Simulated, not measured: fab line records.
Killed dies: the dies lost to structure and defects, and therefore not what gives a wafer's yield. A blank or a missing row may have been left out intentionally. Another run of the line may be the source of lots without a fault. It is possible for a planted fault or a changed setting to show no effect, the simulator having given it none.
fab line records -- flow n5Finfet
record: lots: 5, wafers: 13, lastDay: 17
route steps=1938 shown SD_EPI_P@309 SD_ACTIVATION@330 ILD0@335 SDB@347 MOL_CONTACT_COAG@538 BEOL_M4@1111 PASSIVATION@1936
lots untouched by any fault: they come from a run of this same line in which no faults occurred
startH: the number of hours between the record's first day and the start of the first shown wafer of the lot -- waitH: hours elapsed since this lot's preceding step -- " as in the row above -- L1.1+2: several wafers, shown together as one row -- - no value, or no start given -- * or withheld: withheld -- < > ~ a bound
route shown NAME@n: a module of which the file shows steps, and the number in the route of the first -- usual: average and standard deviation across the fault-free wafers -- same: alike in all rows -- chamber/n: place in a boat -- sites: per-site readings -- _std_site: how widely they spread, as a standard deviation -- _edge_site: the outer-site mean with the inner-site mean subtracted -- radiusMm: how far each site lies from the wafer's centre -- mask NAME#n: copy n -- behind: the tool/chamber that last shaped the wafer -- hold: why the lot was held/for how many hours/how that ended -- device: which transistor (n, p or np) failed to switch -- end of line: the route-end tests of the same wafers -- for a step that has no rows: nothing shown but its recipe -- killed: at the first sort, the dies lost to defects and structure; wafer yield is something else -- map: dies across one wafer; x = killed, . = not, _ = none there
set.NAME: the setting that was run; set.NAME@STEP: the one run at that earlier step -- model.NAME: the simulator's own value behind a step, which no gauge read
lots seen at some steps along the route; tables by step, rows by wafer
services: a tool's chamber out of use, with start hour (startH, from the record's first day; less than 0 if before it), hours out, and reason
== steps ==
step: N5_SD_EPI_P_STRIP_38
recipe: chemistry: N2/H2, tempC: 40, n2FlowSccm: 200, h2FlowSccm: 200, rfFrequencyHz: 6e+07
step: N5_SD_EPI_P_ETCHBACK_46
recipe: chemistry: CH3F/O2, mode: anisotropicEtchback, target: SiNx, targetDepthA: 175, stopOn: SiO2, overEtchFrac: 0.3, ionEnergyEv: 120, pressureMtorr: 30, sourceW: 395, biasW: 73, Ar_flow_sccm: 150, CH3F_flow_sccm: 30, O2_flow_sccm: 20
step: N5_SD_EPI_P_ETCH_47
recipe: chemistry: CH3F/O2, target: SiOCN, targetDepthA: 250, maskMaterial: SOC, ionEnergyEv: 60, biasW: 29, pressureMtorr: 30, sourceW: 410, Ar_flow_sccm: 150, CH3F_flow_sccm: 30, O2_flow_sccm: 20
step: N5_SD_EPI_P_ETCH_16
recipe: chemistry: CHF3/O2, target: SiO2, targetDepthA: 50, maskMaterial: SOC, pressureMtorr: 30, sourceW: 650, biasW: 170, Ar_flow_sccm: 200, CHF3_flow_sccm: 50, O2_flow_sccm: 5, ionEnergyEv: 200
step: N5_SD_EPI_P_STRIP_50
recipe: chemistry: CHF3/O2, resist: SiARC, rfFrequencyHz: 6e+07
step: N5_SD_EPI_P_SD_RECESS_17
recipe: chemistry: HBr/Cl2/O2, targetDepthA: 391, btTimeS: 3, pressureMtorr: 10, icpW: 800, biasW: 112, HBr_flow_sccm: 150, Cl2_flow_sccm: 80, O2_flow_sccm: 12
step: N5_SD_EPI_P_WET_ETCH_45
recipe: chemistry: dHF, dilution: withheld, timeS: 10.7, target: SiO2, targetDepthA: 20, tempC: 25, dry: ipaMarangoni, rinseTimeS: 30, rinseTempC: 23
step: N5_SD_EPI_P_STRIP_40
recipe: chemistry: N2/H2, powerW: 1000, tempC: 250, h2Frac: 0.65, overashFraction: 0.3, pressureMtorr: withheld, n2FlowSccm: 1750, h2FlowSccm: 3250
step: N5_SD_EPI_P_PRECLEAN_52
recipe: chemistry: O3/DIW, timeS: 60, tempC: 22, o3Ppm: 10
step: N5_SD_EPI_P_SRD_20
recipe: dry: ipaMarangoni, doPpb: 5, timeS: 30, tempC: 23, rinseLiquid: diw
step: N5_SD_EPI_P_PRECLEAN_51
recipe: chemistry: NF3:NH3, afsCycles: 1, tempC: 30, timeS: 20, sublimationTempC: 180, sublimationTimeS: 60, pressureTorr: 3, rfPowerW: 30
step: N5_SD_EPI_P_VAPOR_ETCH_44
recipe: chemistry: NF3/Ar, target: SiGe30, tempC: 25, timeS: 3.3, mode: isotropic
step: N5_SD_EPI_P_EPI_21
recipe: material: SiGe:B, dopant: B, tempC: 550, pressureTorr: 20, ambient: H2, timeS: 355
usual: chamberPressureTorr: 19.99/0.046, epiGrowthTimeS: 355/0
lot.wafer,tool,chamber,startH,waitH,chamberPressureTorr,epiGrowthTimeS,model.SiGe-B_of_SD_EPI_P_EPI_21.thkNm
L699.1,epiRpcvd-01,0,61.05,0.1,19.93,355,61.8
L699.2,epiRpcvd-01,0,61.05,0.1,20.01,355,61.6
L699.6,epiRpcvd-01,0,62.85,1.8,20.00,355,62.2
L711.3,epiRpcvd-01,0,137.63,0.8,19.95,293.63,54
L711.6,epiRpcvd-01,0,138.71,1.8,19.98,355,60.6
L712.1,epiRpcvd-01,0,147.71,0.1,19.96,355,61.8
L712.2,epiRpcvd-01,0,147.71,0.1,19.96,355,61.2
L712.5,epiRpcvd-01,0,149.15,1.5,19.91,293.63,54.2
L718.3,epiRpcvd-01,0,178.77,0.8,19.96,293.63,55
L718.6,epiRpcvd-01,0,179.85,1.8,20.00,355,61.8
L719.1,epiRpcvd-02,0,181.87,0.2,19.96,355,61.4
L719.2,epiRpcvd-02,0,181.87,0.2,19.91,355,60.2
L719.3,epiRpcvd-02,0,181.87,0.2,19.95,355,61
step: N5_SD_EPI_P_EPI_MEAS_23
recipe: mode: xrd
usual: thkNm: 61.1/1.2
lot.wafer,tool,chamber,startH,waitH,thkNm
L699.1,filmMetro-02,-,63.24,1.8,61.2
L699.2,filmMetro-02,-,63.24,1.8,62.7
L699.6,filmMetro-02,-,63.24,1.8,62.8
L711.3,filmMetro-01,-,139.11,1.1,53.3
L711.6,filmMetro-01,-,139.11,1.1,60.7
L712.1,filmMetro-01,-,149.90,1.8,60.9
L712.2,filmMetro-01,-,149.90,1.8,62.1
L712.5,filmMetro-01,-,149.90,1.8,54.8
L718.3,filmMetro-02,-,180.25,1.1,54.8
L718.6,filmMetro-02,-,180.25,1.1,62.3
L719.1,filmMetro-02,-,184.78,2.4,60.9
L719.2,filmMetro-02,-,184.78,2.4,59.6
L719.3,filmMetro-02,-,184.78,2.4,61.4
step: N5_SD_EPI_P_HM_STRIP_48
recipe: chemistry: H3PO4, tempC: 160, material: SiNx, target: SiNx, targetDepthA: 30, overetchFraction: 0.3
step: N5_SD_EPI_P_SRD_49
recipe: dry: ipaMarangoni, timeS: 30, tempC: 23, rinseLiquid: diw
step: N5_SD_EPI_P_PRECLEAN_24
recipe: chemistry: O3/DIW, timeS: 45, tempC: 22, o3Ppm: 10
step: N5_SD_EPI_P_PRECLEAN_32
recipe: chemistry: dHF, timeS: 10, dilution: 500:1, tempC: 25
step: N5_SD_EPI_P_PRECLEAN_33
recipe: chemistry: SC2, timeS: 45, tempC: 35, mix: 1:1:50
step: N5_SD_EPI_P_SRD_25
recipe: timeS: 30, tempC: 23, rinseLiquid: diw, dry: ipaMarangoni
step: N5_SD_ACTIVATION_RTA_00
recipe: tempC: 975, timeS: 0, ambient: N2, idleTempC: 600, rampUpCPerS: 150, rampDownCPerS: 60, coolToC: 600
step: N5_SD_ACTIVATION_LSA_01
recipe: tempC: 1080, timeS: 0.0008, ambient: N2
step: N5_SD_ACTIVATION_RS_MEAS_03
recipe: thkMeasGauge: four-point-probe
usual: RS_SD_N: 21.95/0.23, RS_SD_P: 56.0/0.83
lot.wafer,tool,chamber,startH,waitH,RS_SD_N[ohm/sq],RS_SD_P[ohm/sq]
L699.1,filmMetro-01,-,64.03,0.2,22.07,54.4
L699.2,filmMetro-01,-,64.03,0.2,22.10,54.7
L699.6,filmMetro-01,-,64.03,0.2,22.02,54.0
L711.3,filmMetro-02,-,139.90,0.2,21.70,62.4
L711.6,filmMetro-02,-,139.90,0.2,21.62,55.7
L712.1,filmMetro-02,-,150.51,0.2,22.10,55.1
L712.2,filmMetro-02,-,150.51,0.2,22.34,55.3
L712.5,filmMetro-02,-,150.51,0.2,21.90,62.9
L718.3,filmMetro-02,-,180.89,0.2,21.70,62.0
L718.6,filmMetro-02,-,180.89,0.2,21.96,55.5
L719.1,filmMetro-01,-,185.40,0.2,21.90,55.1
L719.2,filmMetro-01,-,185.40,0.2,22.30,56.5
L719.3,filmMetro-01,-,185.40,0.2,21.56,55.9
step: N5_ILD0_LINER_00
recipe: material: SiNx, targetThkA: 40, tempC: 400, aldPrecursorFamily: SiH2I2, aldCoReactant: N2/H2-plasma, pulseTimeS: 1, purgeTimeS: 2, coReactantPurgeTimeS: 2, aldCycles: 80, pressureTorr: 2
step: N5_ILD0_FCVD_FILL_01
recipe: material: SiO2_flowable, targetThkA: 2000, tempC: 100, pressureTorr: 0.8, rfW: 2000, timeS: 328.3
step: N5_ILD0_CURE_02
recipe: tempC: 450, timeS: 1800, ambient: steam, idleTempC: 400, rampUpCPerMin: 5, rampDownCPerMin: 3, densificationPH2oTorr: 640
step: N5_ILD0_CMP_03
recipe: stopOn: SiNx, tOverpolishS: 1.9, postCmpClean: alkalineBrush, downForcePsi: 4.1491, platenRpm: 51.796, padVelocityMS: 1.0306, targetThkNm: 197.38
step: N5_ILD0_CMP_07
recipe: stopOn: poly-Si, material: SiO2_flowable, tOverpolishS: 1.18, postCmpClean: alkalineBrush, downForcePsi: 4.1491, platenRpm: 51.796, padVelocityMS: 1.0306, targetThkNm: 138.88
step: N5_ILD0_PRECLEAN_10
recipe: chemistry: NF3:NH3, afsCycles: 5, timeS: 20, tempC: 30, sublimationTempC: 180, sublimationTimeS: 60, pressureTorr: 3, rfPowerW: 30
step: N5_ILD0_ALD_15
recipe: material: SiNx, targetThkA: 240, tempC: 400, aldPrecursorFamily: SiH2I2, aldCoReactant: N2/H2-plasma, pulseTimeS: 1, aldCycles: 480, purgeTimeS: 2, coReactantPurgeTimeS: 2, pressureTorr: 2
step: N5_ILD0_CMP_12
recipe: stopOn: poly-Si, material: SiNx, tOverpolishS: 6, postCmpClean: alkalineBrush, downForcePsi: 2.5, platenRpm: 51.8, padVelocityMS: 1.0307, targetThkNm: 17.67
step: N5_SDB_HM_DEP_00
recipe: material: SiNx, targetThkA: 400, tempC: 400, precursor: SiH4/NH3/N2, pressureTorr: 1.5, rfW: 300, timeS: 35.3
step: N5_SDB_COAT_03
recipe: resist: SOC, tempC: 250, timeS: 60, spinRpm: 1500, resistThkNm: 100
step: N5_SDB_COAT_04
recipe: resist: SiARC, tempC: 220, timeS: 60, spinRpm: 1500, resistThkNm: 18
step: N5_SDB_COAT_05
recipe: resist: CAR-ArF, spinRpm: 1500, resistThkNm: 90
step: N5_MOL_CONTACT_COAG_ETCH_110
recipe: chemistry: CF4/O2, target: Si, targetDepthA: 25, timeS: 8, pressureMtorr: 100, sourceW: 200, biasW: 12, ionEnergyEv: 60, Ar_flow_sccm: 100, cf4FlowSccm: 100, O2_flow_sccm: 10
usual: O2_flow_sccm: 10.00/0.031, drypumpMotorCurrentA: 5.8/0.38, oesProductAu: 0.80/0.1, rfVppV: 127.4/1.6, showerheadPlenumPTorr: 2.24/0.083, throttleValvePct: 10.8/0.31
lot.wafer,tool,chamber,startH,waitH,O2_flow_sccm,drypumpMotorCurrentA,oesProductAu,rfHoursCounterH,rfVppV,showerheadPlenumPTorr,throttleValvePct,model.SiGe-B_of_SD_EPI_P_EPI_21.thkNm
L699.1,rieDiel-06,1,94.21,0.0,9.99,5.2,0.77,160,127.4,2.31,11.0,58.8
L699.2,rieDiel-06,2,94.21,0.0,10.00,6.3,0.71,240,126.6,2.11,10.9,58.8
L699.6,rieDiel-06,1,94.21,0.0,10.00,5.2,0.76,-,126.1,2.31,11.1,59.2
L711.3,rieDiel-05,0,170.29,0.0,10.04,5.7,0.86,55,129.3,2.34,10.9,51.4
L711.6,rieDiel-05,2,170.29,0.0,10.03,6.0,0.68,-,126.9,2.28,11.2,57.6
L712.1,rieDiel-05,2,179.54,0.0,10.02,6.0,0.68,231,125.8,2.28,11.2,58.8
L712.2,rieDiel-05,1,179.54,0.0,10.05,5.5,1.01,3,127.7,2.19,10.4,58.2
L712.5,rieDiel-05,0,179.54,0.0,10.01,5.8,0.84,-,127.3,2.34,10.9,51.6
L718.3,rieDiel-06,3,211.36,0.0,9.93,5.6,0.99,0,128.6,2.19,10.4,52.2
L718.6,rieDiel-06,3,211.36,0.0,9.93,5.6,0.99,-,129.3,2.19,10.4,58.6
L719.1,rieDiel-05,0,216.67,0.0,10.01,5.8,0.84,68,128.3,2.34,10.9,58.4
L719.2,rieDiel-05,3,216.67,0.0,10.02,5.7,0.91,25,124.9,2.18,10.5,57.4
L719.3,rieDiel-05,1,216.67,0.0,9.98,5.5,0.97,12,127.9,2.19,10.4,58
step: N5_BEOL_M4_RC_MEAS_101
usual: DIBL_N: 36.1/1.3, DIBL_P: 36.3/1.4, IOFF_N: 0.162/0.024, IOFF_P: 0.22/0.033, ION_N: 674/9.9, ION_P: 464/7.6, RS_SD_P: 65.9/0.93, SS_N: 71.6/0.53, SS_P: 73.4/0.55, VT_N: 249.4/2.9, VT_P: -249/3.3
lot.wafer,tool,chamber,startH,waitH,DIBL_N[mV/V],DIBL_P[mV/V],IOFF_N[nA/um],IOFF_P[nA/um],ION_N[uA/um],ION_P[uA/um],RS_SD_P[ohm/sq],SS_N[mV/dec],SS_P[mV/dec],VT_N[mV],VT_P[mV]
L699.1,prober-02,0,171.90,0.0,35.9,36.6,0.171,0.23,691,475,64.3,71.9,73.4,247.3,-247
L699.2,prober-02,0,171.90,0.0,33.6,33.9,0.120,0.18,664,461,64.8,71.7,72.5,254.1,-250
L699.6,prober-02,0,171.90,0.0,35.0,35.4,0.156,0.22,684,467,64.8,71.4,74.0,249.2,-247
L712.1,prober-02,0,242.40,0.0,35.7,36.6,0.165,0.26,680,483,65.0,71.2,73.7,246.5,-243
L712.2,prober-02,0,242.40,0.0,37.1,37.8,0.181,0.27,680,479,65.8,71.7,73.7,244.9,-244
L712.5,prober-02,0,242.40,0.0,34.3,34.8,0.126,0.19,663,458,74.3,71.6,72.4,254.0,-252
L711.3,prober-01,0,244.70,0.3,37.5,38.4,0.207,0.25,678,455,73.3,72.5,73.9,245.2,-250
L711.6,prober-01,0,244.70,0.3,36.4,38.7,0.196,0.30,685,479,65.2,71.8,74.1,244.6,-242
L718.3,prober-02,0,284.74,0.3,37.0,37.6,0.177,0.21,686,462,73.0,71.3,73.1,247.5,-250
L718.6,prober-02,0,284.74,0.3,37.1,37.2,0.180,0.24,680,463,64.9,71.5,73.3,245.3,-245
L719.1,prober-02,0,301.30,0.0,35.8,35.4,0.144,0.22,678,471,65.5,71.9,73.1,250.6,-244
L719.2,prober-02,0,301.30,0.0,36.7,36.2,0.161,0.24,676,466,66.7,71.8,72.6,245.9,-245
L719.3,prober-02,0,301.30,0.0,35.1,34.4,0.132,0.20,668,464,65.4,71.1,71.9,250.1,-248
step: N5_PASSIVATION_PROBE_49
usual: defectLimitedYield: 91.1/1.5, killed_at_M0_to_M3: 36/11, killed_at_M4_up: 13/5, killedAtContacts: 13/5, killedAtFrontEnd: 40/12, killedAtOther: 3.3/2.3, killedDies: 106/17, killedOpen: 70/13, killedShort: 34/7.6, sort_bin_5_function: 5.3/0.96, sort_bin_6_memory: 3.3/0.66, sortNPass: 1074/17, sortYieldPct: 91.1/1.5
same: grossDies: 1180, killedAtBackSide: 0, sort_bin_4_leakage[%]: 0, sort_bin_8_speed[%]: 0
lot.wafer,tool,chamber,startH,waitH,defectLimitedYield[%],killed_at_M0_to_M3,killed_at_M4_up,killedAtContacts,killedAtFrontEnd,killedAtOther,killedDies,killedOpen,killedShort,sort_bin_5_function[%],sort_bin_6_memory[%],sortNPass,sortYieldPct[%]
L712.1,prober-02,-,342.20,0.0,90.5,57,9,8,35,3,112,74,33,6.3,2.9,1068,90.5
killed by level:class
L712.1 BEOL_M3:geometricParticle:open=21 BEOL_M0_SAQP:geometricParticle:open=10 BEOL_M2:geometricParticle:open=7 DUMMY_GATE:geometricParticle:open=6 GATE_CUT:geometricParticle:short=6 BEOL_M3:geometricParticle:short=6 MOL_CONTACT_COAG:geometricParticle:open=6 STI_FIN_REVEAL:geometricParticle:open=5
== services ==
tool,chamber,startH,hours,kind
rieDiel-06,3,59.12,9.1,repair
rieDiel-05,-,63.33,2.8,pm
rieDiel-06,-,79.78,2.8,pm
rieDiel-05,-,86.39,1.6,repair
epiRpcvd-02,-,88.27,2.8,pm
rieDiel-05,2,100.46,3.0,repair
epiRpcvd-02,-,107.94,8.1,pm
rieDiel-05,3,111.83,8.0,repair
rieDiel-05,2,116.00,12.2,repair
rieDiel-05,3,130.11,-,clean
rieDiel-05,3,130.11,-,consumableReplace:focusRing
rieDiel-05,3,130.11,17.8,scheduledDown
rieDiel-05,3,130.11,17.8,ventCycle
rieDiel-05,0,132.36,12.9,repair
rieDiel-06,0,144.48,15.5,repair
rieDiel-05,1,148.05,-,clean
rieDiel-05,1,148.05,-,consumableReplace:focusRing
rieDiel-05,1,148.05,25.0,scheduledDown
rieDiel-05,1,148.05,25.0,ventCycle
epiRpcvd-01,-,155.06,1.4,repair
rieDiel-06,-,159.76,0.7,repair
epiRpcvd-01,-,165.89,2.8,pm
epiRpcvd-01,-,185.87,6.0,pm
rieDiel-05,-,202.85,11.3,repair
== key ==
firstSign: step: N5_SD_EPI_P_EPI_21, reading: epiGrowthTimeS, direction: down, sigmas: 99+, usual: *, struck: *
effect: step: N5_SD_EPI_P_EPI_MEAS_23, reading: thkNm, direction: down, sigmas: 5.6, usual: *, struck: *
effect: step: N5_SD_ACTIVATION_RS_MEAS_03, reading: RS_SD_P, direction: up, sigmas: 7.8, usual: 56.0, struck: 62.4
effect: step: N5_BEOL_M4_RC_MEAS_101, reading: RS_SD_P, direction: up, sigmas: 8.2, usual: 65.9, struck: 73.5
modelEffect: step: N5_SD_EPI_P_EPI_21, value: SiGe-B_of_SD_EPI_P_EPI_21.thkNm, without: 61.4, struck: 54.4
modelEffect: step: N5_MOL_CONTACT_COAG_ETCH_110, value: SiGe-B_of_SD_EPI_P_EPI_21.thkNm, without: 58.4, struck: 51.73
metAt N5_SD_EPI_P_EPI_21
struckWafers L711.3,L712.5,L718.3
onsetBetween 61.05 137.63
fault: kind: processParameterDrift, tool: epiRpcvd-01, chamber: -, onsetH: 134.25, steps: N5_SD_EPI_P_EPI_21, channel: epiGrowthTimeS, offset: *, shape: step, endH: 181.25, scope: struckWafersOnly, actsIn: *, stated: *
